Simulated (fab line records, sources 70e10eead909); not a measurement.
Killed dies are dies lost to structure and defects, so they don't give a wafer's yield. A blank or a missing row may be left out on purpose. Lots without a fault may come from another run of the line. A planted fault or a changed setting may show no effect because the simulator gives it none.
Tool commonality check | flow nand_harc | 14 lots, 42 wafers sampled

WHY IT WAS OPENED
At NHARC_END_SORT_01 the reading killed_at_array is flagged on 2 of 14 lots. Wafers without a fault read 61, standard deviation 26.
Rule: a lot is flagged when every wafer of it that has a number lies more than 4 standard deviations from that mean, or none has a number. The other lots count as sound.

lot  | measured     | on        | killed_at_array, wafer by wafer | flag
L390 | day 24 15:40 | prober-01 | 81 80 68                        |
L389 | day 24 15:43 | prober-02 | 67 62 68                        |
L392 | day 24 23:29 | prober-01 | 29 25 24                        |
L396 | day 27 02:58 | prober-01 | 667 672 669                     | FLAGGED
L397 | day 27 18:48 | prober-02 | 675 674 670                     | FLAGGED
L402 | day 29 17:56 | prober-01 | 39 38 41                        |
L404 | day 30 15:26 | prober-01 | 26 23 39                        |
L401 | day 30 23:59 | prober-02 | 64 69 58                        |
L405 | day 31 06:13 | prober-02 | 87 83 88                        |
L407 | day 31 18:36 | prober-01 | 46 54 46                        |
L408 | day 31 18:39 | prober-02 | 36 36 32                        |
L410 | day 32 18:53 | prober-01 | 91 87 98                        |
L412 | day 33 04:24 | prober-02 | 38 50 56                        |
L411 | day 33 13:04 | prober-01 | 49 42 38                        |
The numbers of the flagged lots are 671 on average: +610 against the usual, or +23 standard deviations.

WHICH TOOL RAN EACH LOT
The record holds 1 process step before the reading, out of a route of 1302 steps. In each cell: the tool, then ch and the chambers that the sampled wafers went through, then the start.
lot  | flag    | NHARC_A_ONON_D1_DEP_16
L390 |         | pecvd_onon-01 ch 0, day 8 05:46
L389 |         | pecvd_onon-04 ch 0, day 8 05:46
L392 |         | pecvd_onon-03 ch 0, day 9 07:13
L396 | FLAGGED | pecvd_onon-01, day 10 21:20
L397 | FLAGGED | pecvd_onon-01, day 11 12:26
L402 |         | pecvd_onon-03 ch 0, day 13 10:38
L404 |         | pecvd_onon-01 ch 0, day 14 04:49
L401 |         | pecvd_onon-01 ch 0, day 13 10:45
L405 |         | pecvd_onon-03 ch 0, day 14 19:13
L407 |         | pecvd_onon-04 ch 0, day 15 12:00
L408 |         | pecvd_onon-01 ch 0, day 15 20:26
L410 |         | pecvd_onon-03 ch 0, day 16 16:58
L412 |         | pecvd_onon-01 ch 0, day 17 12:46
L411 |         | pecvd_onon-03 ch 0, day 17 12:46
What these steps do:
- NHARC_A_ONON_D1_DEP_16: target thk 1000 nm.
- NHARC_END_SORT_01

FLAGGED OVER TOTAL, TOOL BY TOOL (the gauges that took the reading come last)
step                   | tool          | lots run | flagged | share of the flagged lots | sound lots run after its first flagged lot
NHARC_A_ONON_D1_DEP_16 | pecvd_onon-01 | 7        | 2       | all                       | 4 (L401,L404,L408,L412)
NHARC_A_ONON_D1_DEP_16 | pecvd_onon-03 | 5        | 0       | none                      | -
NHARC_A_ONON_D1_DEP_16 | pecvd_onon-04 | 2        | 0       | none                      | -
NHARC_END_SORT_01      | prober-01     | 8        | 1       | some                      | 5 (L402,L404,L407,L410,L411)
NHARC_END_SORT_01      | prober-02     | 6        | 1       | some                      | 4 (L401,L405,L408,L412)

WHAT THE TABLE ALLOWS
1 row of the table ran every flagged lot: pecvd_onon-01 at NHARC_A_ONON_D1_DEP_16.
- pecvd_onon-01 at NHARC_A_ONON_D1_DEP_16: 2 of its 7 lots flagged. Sound lots ran on it after the first flagged one (L401, L404, L408, L412), which a lasting fault on the whole tool wouldn't allow. On the flagged lots its readings are blank where sound lots have values: n2_flow_sccm, n2o_flow_sccm.
No row of the table ran every flagged lot and no sound lot after the first.

WHAT THE SIMULATOR HAD PUT IN
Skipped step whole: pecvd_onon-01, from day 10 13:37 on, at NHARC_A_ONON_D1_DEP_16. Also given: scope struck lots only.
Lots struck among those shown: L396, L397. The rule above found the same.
